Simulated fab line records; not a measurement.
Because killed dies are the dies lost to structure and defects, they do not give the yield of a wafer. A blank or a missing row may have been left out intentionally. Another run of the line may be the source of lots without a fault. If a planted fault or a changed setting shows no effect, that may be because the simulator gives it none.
Matching of chambers || flow n5_finfet || N5_BEOL_M6_STRIP_19 on rie_diel-04 has 4 sister chambers
The step strips in O2. 8 wafers are shown with their chamber, then 7 later ones without.

== WAFERS WITH THEIR CHAMBER ==
{"wafer": "L077.4", "chamber": 3, "drypump_motor_current_A (A)": 6.3, "showerhead_plenum_p_Torr (Torr)": 2.17}
{"wafer": "L078.2", "chamber": 2, "drypump_motor_current_A (A)": 5.5, "showerhead_plenum_p_Torr (Torr)": 2.08}
{"wafer": "L078.6", "chamber": 2, "drypump_motor_current_A (A)": 5.5, "showerhead_plenum_p_Torr (Torr)": 2.08}
{"wafer": "L084.6", "chamber": 1, "drypump_motor_current_A (A)": 5.3, "showerhead_plenum_p_Torr (Torr)": 2.01}
{"wafer": "L087.5", "chamber": 0, "drypump_motor_current_A (A)": 4.8, "showerhead_plenum_p_Torr (Torr)": 2.13}
{"wafer": "L087.6", "chamber": 3, "drypump_motor_current_A (A)": 6.3, "showerhead_plenum_p_Torr (Torr)": 2.16}
{"wafer": "L085.1", "chamber": 0, "drypump_motor_current_A (A)": 4.8, "showerhead_plenum_p_Torr (Torr)": 2.13}
{"wafer": "L085.3", "chamber": 1, "drypump_motor_current_A (A)": 5.2, "showerhead_plenum_p_Torr (Torr)": 2.01}

== WAFERS MISSING THEIR CHAMBER ==
{"wafer": "L085.4", "drypump_motor_current_A (A)": 6.2, "showerhead_plenum_p_Torr (Torr)": 2.16}
{"wafer": "L094.2", "drypump_motor_current_A (A)": 4.8, "showerhead_plenum_p_Torr (Torr)": 2.13}
{"wafer": "L094.3", "drypump_motor_current_A (A)": 6.3, "showerhead_plenum_p_Torr (Torr)": 2.16}
{"wafer": "L094.5", "drypump_motor_current_A (A)": 5.3, "showerhead_plenum_p_Torr (Torr)": 2.01}
{"wafer": "L097.1", "drypump_motor_current_A (A)": 4.8, "showerhead_plenum_p_Torr (Torr)": 2.13}
{"wafer": "L097.4", "drypump_motor_current_A (A)": 6.3, "showerhead_plenum_p_Torr (Torr)": 2.16}
{"wafer": "L097.5", "drypump_motor_current_A (A)": 5.3, "showerhead_plenum_p_Torr (Torr)": 2.00}

== CHAMBER TAKEN BY EACH ==
{"wafer": "L085.4", "from the rows above": 3, "in truth": 3}
{"wafer": "L094.2", "from the rows above": 0, "in truth": 0}
{"wafer": "L094.3", "from the rows above": 3, "in truth": 3}
{"wafer": "L094.5", "from the rows above": 1, "in truth": 1}
{"wafer": "L097.1", "from the rows above": 0, "in truth": 0}
{"wafer": "L097.4", "from the rows above": 3, "in truth": 3}
{"wafer": "L097.5", "from the rows above": 1, "in truth": 1}
Correctly placed: 7 of 7. Can't be placed from these rows: 0. Wrongly placed: 0.
How it was worked out, from the rows above alone: a wafer's distance from a chamber is the root of the sum, over the readings, of the square of ((its reading less the chamber's mean) divided by the reading's scatter). If the next closest chamber is less than 2 further off than the closest, the wafer can't be placed; otherwise it belongs to the closest. A chamber's mean is the mean of its shown wafers. The scatter: take each reading less its chamber's mean, square it, sum over the shown wafers, divide by the number of wafers less the number of chambers, and take the root.
